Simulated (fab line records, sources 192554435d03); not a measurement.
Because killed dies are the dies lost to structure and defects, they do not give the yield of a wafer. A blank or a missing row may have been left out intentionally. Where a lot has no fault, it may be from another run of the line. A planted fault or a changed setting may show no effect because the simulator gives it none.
Matching of chambers -- flow n5_finfet -- rie_diel-01 running N5_BEOL_M0_SAQP_DESCUM_45: 4 sister chambers
The step chemistry O2, time 7 s. 4 wafers are shown with their chamber, then 10 later ones without.

## WAFERS WITH THEIR CHAMBER
wafer,chamber,showerhead_plenum_p_Torr (Torr)
L078.4,0,2.09
L087.1,2,2.00
L088.3,1,2.08
L088.5,3,2.08

## WAFERS MISSING THEIR CHAMBER
wafer,showerhead_plenum_p_Torr (Torr)
L088.6,2.00
L090.2,1.99
L090.4,2.08
L090.6,2.08
L093.1,2.08
L093.2,2.07
L093.3,1.99
L096.2,1.99
L096.3,2.07
L096.6,2.08

## EACH ONE'S CHAMBER
wafer,from the rows above,in truth
L088.6,2,2
L090.2,2,2
L090.4,can't be placed: 1 or 3 or 0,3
L090.6,can't be placed: 1 or 3 or 0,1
L093.1,can't be placed: 1 or 3 or 0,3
L093.2,can't be placed: 1 or 3 or 0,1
L093.3,2,2
L096.2,2,2
L096.3,can't be placed: 1 or 3 or 0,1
L096.6,can't be placed: 1 or 3 or 0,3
4 of 10 placed correctly. Not placeable from these rows: 6 (in 6, the candidates include the true chamber). Number placed wrongly: 0.
How it was worked out, from the rows above alone: a wafer's distance from a chamber is the root of the sum, over the readings, of the square of ((its reading less the chamber's mean) divided by the reading's scatter). If the next closest chamber is less than 2 further off than the closest, the wafer can't be placed; otherwise it belongs to the closest. Each chamber's mean is taken over the wafers shown for it. The scatter: root of mean squared gap, hidden wafer to nearest shown wafer, with one shown wafer a chamber.
